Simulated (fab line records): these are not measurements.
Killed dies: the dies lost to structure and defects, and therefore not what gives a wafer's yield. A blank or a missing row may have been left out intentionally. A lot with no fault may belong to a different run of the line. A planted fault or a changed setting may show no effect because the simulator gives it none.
2 desks, one fault	flow n5_finfet	every desk sees just its own numbers, and what lay behind them comes last

AT THE METROLOGY DESK
What the gauges read, lot by lot, whatever tool the lot ran on: means of the sampled wafers that have a number. If a lot's mean is further than 4 standard deviations from the usual mean, the lot is out of limits and carries the mark OUT (the distance appears in the brackets). Shown are 7 of the 26 readings it has, namely the first that went out of limits plus those furthest out on some lot.
Columns: A = trench_depth_nm at N5_BEOL_M12_OCD_MEAS_35, usual 319 nm; B = M12_THK at N5_BEOL_M12_THK_MEAS_50, usual 324 nm; C = M12_RS at N5_BEOL_M12_RS_MEAS_54, usual 0.0599 ohm/sq; D = COMB_M10 at N5_BEOL_M15_RC_MEAS_101, usual 1.4e-11 S/m; E = SERP_M12 at N5_BEOL_M15_RC_MEAS_101, usual 0.637 ohm/um; F = SERP_M12_max_site at N5_BEOL_M15_RC_MEAS_101, usual 0.650 ohm/um; G = SERP_M6 at N5_BEOL_M15_RC_MEAS_101, usual 14.3 ohm/um
lot	first seen here	A	B	C	D	E	F	G
L657	day 12 06:28	317	320	0.0604	2.3e-11	0.649	0.662	14.4
L655	day 12 12:15	315	322	0.0606	2.0e-11	0.637	0.651	13.8
L664	day 14 06:36	287 (-4.8) OUT	290 (-4.6) OUT	0.0669 (+5.4) OUT	1.2e-11	0.725 (+4.2) OUT	0.739 (+4.2) OUT	13.9
L663	day 15 02:57	287 (-4.8) OUT	292 (-4.3) OUT	0.0668 (+5.3) OUT	1.2e-11	0.685	0.698	13.9
L667	day 15 08:08	320	324	0.0599	1.2e-11	0.631	0.649	15.8
L669	day 15 16:22	319	324	0.0600	1.4e-11	0.634	0.647	13.8
L673	day 17 05:01	314	318	0.0608	1.6e-11	0.665	0.678	14.4
This desk's finding: out of limits on L663, L664; first on L664, day 14 06:36 (trench_depth_nm at N5_BEOL_M12_OCD_MEAS_35). L657, L655, L667, L669, L673: within limits.

TOOL OWNER'S DESK, rie_diel-01
The tool's own readings at N5_BEOL_M12_TRENCH_ETCH_34 (etches SiOC in C4F8/O2/Ar, target depth 318.95 nm, time 125.5 s): means of the sampled wafers that have a number, for each lot that ran on this tool. If a lot's mean is further than 4 standard deviations from the usual mean, the lot is out of limits and carries the mark OUT (the distance appears in the brackets).
Columns: A = chamber_pressure_mTorr at N5_BEOL_M12_TRENCH_ETCH_34, usual 30.000 mTorr; B = drypump_motor_current_A at N5_BEOL_M12_TRENCH_ETCH_34, usual 5.9 A; C = oes_product_au at N5_BEOL_M12_TRENCH_ETCH_34, usual 0.77 a.u.; D = rf_vpp_V at N5_BEOL_M12_TRENCH_ETCH_34, usual 664.9 V; E = showerhead_plenum_p_Torr at N5_BEOL_M12_TRENCH_ETCH_34, usual 3.41 Torr; F = throttle_valve_pct at N5_BEOL_M12_TRENCH_ETCH_34, usual 24.27 %
lot	first seen here	A	B	C	D	E	F
L657	day 12 06:19	30.008	6.3	0.82	667.6	3.49	24.34
L655	day 12 12:05	29.994	6.1	0.71	663.6	3.36	24.30
L664	day 14 06:26	30.003	6.2	0.78	664.5	3.38	24.27
L663	day 15 02:47	30.008	6.2	0.74	664.7	3.41	24.35
This desk's finding: nothing out of limits on any of the 4 lots.

PUT TOGETHER
On L663, L664, the metrology desk was in a position to raise an alarm at day 14 06:36.
The tool owner's desk saw nothing out of limits.
Tool owner's desk: L663, L664 on record, inside its limits.
Of the lots named, all ran N5_BEOL_M12_TRENCH_ETCH_34 on rie_diel-01.

WHAT THE SIMULATOR HAD INSERTED
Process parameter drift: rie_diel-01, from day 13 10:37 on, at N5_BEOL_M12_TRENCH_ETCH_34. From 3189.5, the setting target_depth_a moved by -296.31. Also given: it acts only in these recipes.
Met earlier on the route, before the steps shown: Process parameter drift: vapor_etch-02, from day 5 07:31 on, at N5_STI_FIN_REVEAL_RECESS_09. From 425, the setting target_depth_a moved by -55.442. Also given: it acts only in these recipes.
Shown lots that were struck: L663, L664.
Per desk, hours elapsed from the start of the fault to the first reading out of limits: for the metrology desk, 20.
